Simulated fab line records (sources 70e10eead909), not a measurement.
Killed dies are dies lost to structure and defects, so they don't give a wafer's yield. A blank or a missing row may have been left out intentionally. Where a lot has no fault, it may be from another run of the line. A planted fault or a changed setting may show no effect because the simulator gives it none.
What tool caused it? / flow nandHarc / 6 lots, 18 wafers sampled, at 4 steps of a route of 1159

== WHAT THE GAUGES READ, wafer by wafer ==
NHARC_END_SORT_01.
lot=L600; measured=day 19 06:07; on=prober-01; killedAtArray=21 8 19
lot=L603; measured=day 20 07:42; on=prober-02; killedAtArray=15 9 17
lot=L608; measured=day 22 19:01; on=prober-01; killedAtArray=674 674 672
lot=L617; measured=day 24 17:58; on=prober-02; killedAtArray=14 22 21
lot=L618; measured=day 24 16:22; on=prober-01; killedAtArray=25 21 34
lot=L619; measured=day 25 23:37; on=prober-02; killedAtArray=37 44 37

== WHAT TOOL EACH LOT RAN ON (gives the tool, then ch and the chambers of the sampled wafers, and finally the start) ==
lot=L600; NHARC_A_CHANNEL_HOLE_D1_ETCH_44=rieDiel-03 ch 1,3, day 9 01:47; NHARC_A_CHANNEL_HOLE_D1_STRIP_27=rieDiel-03 ch 1,2,3, day 9 03:02 or earlier; NHARC_A_CHANNEL_FILL_D1_ALD_03=aldSinBatch-01 ch 0, day 19 06:07 or earlier
lot=L603; NHARC_A_CHANNEL_HOLE_D1_ETCH_44=rieDiel-11 ch 0,2,3, day 9 17:16; NHARC_A_CHANNEL_HOLE_D1_STRIP_27=rieDiel-11 ch 0,1,3, day 9 18:04 or earlier; NHARC_A_CHANNEL_FILL_D1_ALD_03=aldSinBatch-02 ch 0, day 20 07:42 or earlier
lot=L608; NHARC_A_CHANNEL_HOLE_D1_ETCH_44=rieDiel-03 ch 0,1,2, day 12 00:23; NHARC_A_CHANNEL_HOLE_D1_STRIP_27=rieDiel-03 ch 0,1,2, day 12 00:28; NHARC_A_CHANNEL_FILL_D1_ALD_03=-
lot=L617; NHARC_A_CHANNEL_HOLE_D1_ETCH_44=rieDiel-11 ch 0,1, day 13 08:53; NHARC_A_CHANNEL_HOLE_D1_STRIP_27=rieDiel-11 ch 0,1,3, day 13 09:41 or earlier; NHARC_A_CHANNEL_FILL_D1_ALD_03=aldSinBatch-01 ch 0, day 24 17:58 or earlier
lot=L618; NHARC_A_CHANNEL_HOLE_D1_ETCH_44=rieDiel-03 ch 0,1,2, day 13 16:53; NHARC_A_CHANNEL_HOLE_D1_STRIP_27=rieDiel-03 ch 1,2,3, day 13 17:41 or earlier; NHARC_A_CHANNEL_FILL_D1_ALD_03=aldSinBatch-03 ch 0, day 24 16:22 or earlier
lot=L619; NHARC_A_CHANNEL_HOLE_D1_ETCH_44=rieDiel-03 ch 0,1,3, day 14 12:21; NHARC_A_CHANNEL_HOLE_D1_STRIP_27=rieDiel-03 ch 0,3, day 14 13:08 or earlier; NHARC_A_CHANNEL_FILL_D1_ALD_03=aldSinBatch-01 ch 0, day 25 23:37 or earlier
- NHARC_A_CHANNEL_HOLE_D1_ETCH_44: etches the open film in CF4/O2, target depth 140 nm, overetch 14 nm, time 77 s.
- NHARC_A_CHANNEL_HOLE_D1_STRIP_27: strips in O2.
- NHARC_A_CHANNEL_FILL_D1_ALD_03: deposits SiNx, target thk 6 nm, pulse time 60 s, ald cycles 58.

== THE ANSWER, worked out from the rows above alone ==
Rule: usual is defined by the lots themselves. The widest of any qualifying gaps counts: lots, ordered by their means at a reading, are off when they make up no more than a third of the lots, leave a main group of 4 or more, and stand apart from it by 3 or more times the standard deviation of that group's means. Not used: any main group whose means are identical at the precision the tables above print for the reading. Also off: a lot with no number at a reading for which 4 or more lots have one. The other lots that the step has rows for count as sound.
Off at NHARC_END_SORT_01 (killedAtArray): L608. The main group has a mean of 23 with a standard deviation of 9.3.
If a tool, at a process step before that reading, ran all the lots that are off and no sound lot after the first of them, it fits. Those tools and the gauges at NHARC_END_SORT_01 are tried in the same way. Because NHARC_A_CHANNEL_HOLE_D1_STRIP_27 lacks a start for some lots, the hours and order of its lots are taken from NHARC_A_CHANNEL_HOLE_D1_CD_MEAS_30. Because NHARC_A_CHANNEL_FILL_D1_ALD_03 lacks a start for some lots, the hours and order of its lots are taken from NHARC_END_SORT_01. None of those tried fits.

== WHAT WAS PUT IN BY THE SIMULATOR ==
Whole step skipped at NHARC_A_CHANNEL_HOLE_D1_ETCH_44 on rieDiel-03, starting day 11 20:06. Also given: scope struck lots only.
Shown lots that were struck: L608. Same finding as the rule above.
